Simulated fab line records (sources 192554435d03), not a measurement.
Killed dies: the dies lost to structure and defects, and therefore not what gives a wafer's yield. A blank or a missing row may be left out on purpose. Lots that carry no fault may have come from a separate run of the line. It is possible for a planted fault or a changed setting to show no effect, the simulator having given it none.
Split-lot study / flow n5 finfet / on a route of 1938 steps: 7 lots, 21 wafers read

ABOUT THE SPLIT
At N5_GATE_CUT_ETCH_56 (etches TiN in Cl2/Ar, target depth 21.6 nm), the setting bias w was moved away from the recipe's 60 W on 5 of the 21 wafers read, by -16.1% to +11.1%. This setting was run at the recipe's value on the other wafers.

The reading comes from the split's own step.

THE READING
etch.depth nm (the simulator's own value, which no gauge read), in nm, at N5_GATE_CUT_ETCH_56 (etches TiN in Cl2/Ar, target depth 21.6 nm). The file gives no usual value for it. Here, 16 wafers ran the recipe; their average is 21.01 nm with a standard deviation of 0.59 nm.

wafer=L077.2; tool, chamber at the split=rie metal-02, 0; bias w as run, W=60; against the recipe=recipe; etch.depth nm, nm=20.95; against lot-mates on the recipe=-
wafer=L077.3; tool, chamber at the split=rie metal-02, 0; bias w as run, W=60; against the recipe=recipe; etch.depth nm, nm=21.06; against lot-mates on the recipe=-
wafer=L077.4; tool, chamber at the split=rie metal-02, 1; bias w as run, W=60; against the recipe=recipe; etch.depth nm, nm=20.34; against lot-mates on the recipe=-
wafer=L082.1; tool, chamber at the split=rie metal-01, 1; bias w as run, W=60; against the recipe=recipe; etch.depth nm, nm=20.77; against lot-mates on the recipe=-
wafer=L082.2; tool, chamber at the split=rie metal-01, 0; bias w as run, W=66.67; against the recipe=+11.1%; etch.depth nm, nm=22.69; against lot-mates on the recipe=+1.40
wafer=L082.3; tool, chamber at the split=rie metal-01, 0; bias w as run, W=60; against the recipe=recipe; etch.depth nm, nm=21.81; against lot-mates on the recipe=-
wafer=L083.1; tool, chamber at the split=rie metal-02, 1; bias w as run, W=60; against the recipe=recipe; etch.depth nm, nm=20.19; against lot-mates on the recipe=-
wafer=L083.2; tool, chamber at the split=rie metal-02, 0; bias w as run, W=60; against the recipe=recipe; etch.depth nm, nm=20.62; against lot-mates on the recipe=-
wafer=L083.6; tool, chamber at the split=rie metal-02, 1; bias w as run, W=60; against the recipe=recipe; etch.depth nm, nm=20.38; against lot-mates on the recipe=-
wafer=L084.4; tool, chamber at the split=rie metal-02, 0; bias w as run, W=60; against the recipe=recipe; etch.depth nm, nm=20.79; against lot-mates on the recipe=-
wafer=L084.5; tool, chamber at the split=rie metal-02, 1; bias w as run, W=50.37; against the recipe=-16.1%; etch.depth nm, nm=18.96; against lot-mates on the recipe=-1.83
wafer=L084.6; tool, chamber at the split=rie metal-02, 0; bias w as run, W=50.37; against the recipe=-16.1%; etch.depth nm, nm=19.54; against lot-mates on the recipe=-1.25
wafer=L085.1; tool, chamber at the split=rie metal-02, 1; bias w as run, W=60; against the recipe=recipe; etch.depth nm, nm=20.33; against lot-mates on the recipe=-
wafer=L085.3; tool, chamber at the split=rie metal-02, 0; bias w as run, W=60; against the recipe=recipe; etch.depth nm, nm=21.01; against lot-mates on the recipe=-
wafer=L085.5; tool, chamber at the split=rie metal-02, 0; bias w as run, W=60; against the recipe=recipe; etch.depth nm, nm=20.87; against lot-mates on the recipe=-
wafer=L087.1; tool, chamber at the split=rie metal-03, 1; bias w as run, W=60; against the recipe=recipe; etch.depth nm, nm=21.72; against lot-mates on the recipe=-
wafer=L087.4; tool, chamber at the split=rie metal-03, 0; bias w as run, W=52.03; against the recipe=-13.3%; etch.depth nm, nm=20.27; against lot-mates on the recipe=-1.39
wafer=L087.5; tool, chamber at the split=rie metal-03, 1; bias w as run, W=60; against the recipe=recipe; etch.depth nm, nm=21.6; against lot-mates on the recipe=-
wafer=L096.3; tool, chamber at the split=rie metal-01, 0; bias w as run, W=60; against the recipe=recipe; etch.depth nm, nm=21.6; against lot-mates on the recipe=-
wafer=L096.4; tool, chamber at the split=rie metal-01, 1; bias w as run, W=60; against the recipe=recipe; etch.depth nm, nm=22.19; against lot-mates on the recipe=-
wafer=L096.5; tool, chamber at the split=rie metal-01, 0; bias w as run, W=54.59; against the recipe=-9.0%; etch.depth nm, nm=20.75; against lot-mates on the recipe=-1.15

THE FIT
A straight line over all 21 wafers: etch.depth nm changes by +0.101 nm for each +1% of bias w; r = +0.74; the points scatter about the line by 0.59 nm.
The same after taking each lot's own level away (the mean of its wafers on the recipe; 21 wafers): +0.105 nm for each +1%; r = +0.92; scatter 0.3 nm.
On that fit, the largest move of bias w shifts the reading by 1.7 nm.
From 20.397 to 21.895 nm: that is the span of the lots' own levels, equal to 2.6 times the standard deviation above.
So the lot-to-lot level blurs the effect unless lot-mates are compared.
Check: with one of the wafers moved furthest among these (-16.1%) left out of the fit, the line predicts -1.61 nm for it against its lot-mates. It came out at -1.83 nm against them.

OTHER SPLITS APPLIED TO THESE WAFERS
Note: prior to the reading, these wafers also went through further splits. Each is held against what the fit with the lots' levels taken away leaves over:
other split on the same wafers=N5_SDB_ALD_29 ald cycles; wafers away from the commonest value=7; r with etch.depth nm (lot level and that fit taken away)=+0.18
other split on the same wafers=N5_HKMG_FIN_ETCH_55 bias w; wafers away from the commonest value=4; r with etch.depth nm (lot level and that fit taken away)=-0.07
other split on the same wafers=N5_HKMG_FIN_ETCH_58 source w; wafers away from the commonest value=5; r with etch.depth nm (lot level and that fit taken away)=+0.12

FILE'S OWN FIT
etch.depth nm changes by +0.108 nm for each +1% of bias w, r = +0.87.
